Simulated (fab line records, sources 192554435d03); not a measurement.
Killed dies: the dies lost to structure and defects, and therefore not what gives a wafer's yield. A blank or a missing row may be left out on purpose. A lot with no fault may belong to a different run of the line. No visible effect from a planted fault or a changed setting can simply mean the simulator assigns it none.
Matching of chambers	flow n5 finfet	N5_BEOL_M4_ETCH_63 on rie diel-01: 4 sister chambers
The step etches SiARC in CF4, target depth 15.6 nm, time 26 s. 4 wafers are shown with their chamber, then 8 later ones without.

== EACH WAFER AND ITS CHAMBER ==
wafer	chamber	throttle valve pct (%)
L081.3	2	15.71
L084.2	1	16.16
L084.3	0	15.80
L086.2	3	15.82

== WAFERS WITHOUT THEIR CHAMBER ==
wafer	throttle valve pct (%)
L086.3	15.80
L086.6	16.17
L093.2	15.74
L093.3	15.85
L093.4	15.75
L094.3	15.82
L094.4	15.77
L094.6	15.86

== CHAMBER TAKEN BY EACH ==
wafer	from the rows above	in truth
L086.3	can't be placed: 0 or 3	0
L086.6	1	1
L093.2	can't be placed: 2 or 0 or 3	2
L093.3	can't be placed: 3 or 0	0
L093.4	can't be placed: 2 or 0 or 3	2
L094.3	can't be placed: 3 or 0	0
L094.4	can't be placed: 0 or 3 or 2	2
L094.6	can't be placed: 3 or 0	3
1 of 8 placed correctly. Unplaceable from these rows: 7, with the true chamber sitting among the candidates in 7. Placed wrongly: 0.
How it was worked out, from the rows above alone: a wafer's distance from a chamber is the root of the sum, over the readings, of the square of ((its reading less the chamber's mean) divided by the reading's scatter). The wafer belongs to the nearest chamber; if the next one is less than 2 further off, it can't be placed. Each chamber's mean is taken over the wafers shown for it. The scatter (one wafer shown for each chamber): square how far every hidden wafer sits from the nearest shown wafer, average those squares and take the square root.
